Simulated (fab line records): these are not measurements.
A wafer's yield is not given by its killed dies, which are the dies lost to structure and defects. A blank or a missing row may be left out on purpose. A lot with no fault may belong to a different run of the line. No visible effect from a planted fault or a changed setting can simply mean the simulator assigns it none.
Split-lot study ; flow n5-finfet ; 21 wafers read across 7 lots, on a route 1938 steps long

ON THE SPLIT
At N5_PMOS_HMC_CHANNEL_EPI_EXPOSE_06 (exposes mask PMOS HMC BLK, target cd 240 nm), the setting dose-mj was moved away from the recipe's 41 on 7 of the 21 wafers read, by -6.6% to -2.7%. The other wafers ran this setting at the recipe's value.

FROM THE SPLIT TO THE READING: what the file shows between them, 2 steps
- N5_PMOS_HMC_CHANNEL_EPI_PEB_07: peb time 60 s
- N5_PMOS_HMC_CHANNEL_EPI_DEVELOP_08: develop time 30 s

THE READING
Shown in nm: cd-nm at N5_PMOS_HMC_CHANNEL_EPI_CD_MEAS_09, with target cd 237.4 nm. On this fab line, fault-free wafers typically give 237.1 nm with a standard deviation of 0.76 nm.

wafer;tool, chamber at the split;dose-mj as run;against the recipe;cd-nm, nm;against lot-mates on the recipe
L074.2;arfi-scanner-03, 0;41;recipe;236.9;-
L074.4;arfi-scanner-03, 0;41;recipe;236.7;-
L074.6;arfi-scanner-03, 0;41;recipe;235.9;-
L077.3;arfi-scanner-01, 0;39.34;-4.0%;234.9;-2.4
L077.4;arfi-scanner-01, 0;39.34;-4.0%;235.2;-2.1
L077.6;arfi-scanner-01, 0;41;recipe;237.3;-
L078.3;arfi-scanner-01, 0;38.28;-6.6%;232.2;-5.7
L078.5;arfi-scanner-01, 0;41;recipe;237.9;-
L078.6;arfi-scanner-01, 0;38.28;-6.6%;232.0;-5.9
L079.2;arfi-scanner-01, 0;41;recipe;237.4;-
L079.5;arfi-scanner-01, 0;41;recipe;236.3;-
L079.6;arfi-scanner-01, 0;39.72;-3.1%;234.0;-2.9
L082.2;arfi-scanner-03, 0;41;recipe;236.3;-
L082.4;arfi-scanner-03, 0;41;recipe;236.6;-
L082.6;arfi-scanner-03, 0;41;recipe;235.8;-
L094.3;arfi-scanner-01, 0;41;recipe;238.6;-
L094.4;arfi-scanner-01, 0;41;recipe;237.1;-
L094.6;arfi-scanner-01, 0;39.88;-2.7%;235.1;-2.8
L096.1;arfi-scanner-01, 0;38.54;-6.0%;232.4;-5.2
L096.2;arfi-scanner-01, 0;41;recipe;237.5;-
L096.6;arfi-scanner-01, 0;41;recipe;237.7;-

FIT RESULTS
A straight line over all 21 wafers: cd-nm changes by +0.71 nm for each +1% of dose-mj; r = +0.92; the points scatter about the line by 0.76 nm.
The same after taking each lot's own level away (the mean of its wafers on the recipe; 21 wafers): +0.825 nm for each +1%; r = +0.97; scatter 0.55 nm.
The reading moves by 5.5 nm for the largest change in dose-mj, on that fit.
Across the lots, their own levels run from 236.23 to 237.90 nm, a range of 2.2 times the standard deviation given above.
Hence the slope depends on the lot-to-lot level, as the two fits are not the same.
Check: -5.36 nm against its lot-mates is what the line predicts for one of the wafers moved furthest among these (-6.6%) when that wafer is left out of the fit. It came out at -5.7 nm against them.

ADDITIONAL SPLITS CARRIED BY THESE WAFERS
These wafers also went through other splits before the reading. Each is held against what the fit with the lots' levels taken away leaves over:
other split on the same wafers;wafers away from the commonest value;r with cd-nm (lot level and that fit taken away)
N5_WELL_APT_EXPOSE_22 dose-mj;5;+0.00
N5_WELL_APT_DEVELOP_24 develop-time-s;9;-0.20
N5_PMOS_HMC_CHANNEL_EPI_HM_DEP_34 time-s;6;-0.50

THE WHOLE CHAIN: every reading that the file lists as answering this split, in the file's order
step;what it does;reading;change (the file's fit);r (the file's)
N5_PMOS_HMC_CHANNEL_EPI_CD_MEAS_09;target cd 237.4 nm;cd-nm;+0.836 nm for each +1% of the setting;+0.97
N5_PMOS_HMC_CHANNEL_EPI_DESCUM_14;chemistry O2, time 7.9 s;PMOS_HMC_CHANNEL_EPI.cd-nm (the simulator's own value, which no gauge read);+0.816 nm for each +1% of the setting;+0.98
N5_PMOS_HMC_CHANNEL_EPI_ETCH_32;etches BARC in N2/H2, stops on SiO2, target depth 85.8 nm, time 50.3 s;PMOS_HMC_CHANNEL_EPI.cd-nm (the simulator's own value, which no gauge read);+0.743 nm for each +1% of the setting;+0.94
N5_PMOS_HMC_CHANNEL_EPI_HM_OPEN_15;chemistry CHF3/O2, target SiO2, target depth 40.6 nm, time 20.3 s;PMOS_HMC_CHANNEL_EPI.cd-nm (the simulator's own value, which no gauge read);+0.733 nm for each +1% of the setting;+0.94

FILE'S OWN FIT
cd-nm changes by +0.836 nm for each +1% of dose-mj, r = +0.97.
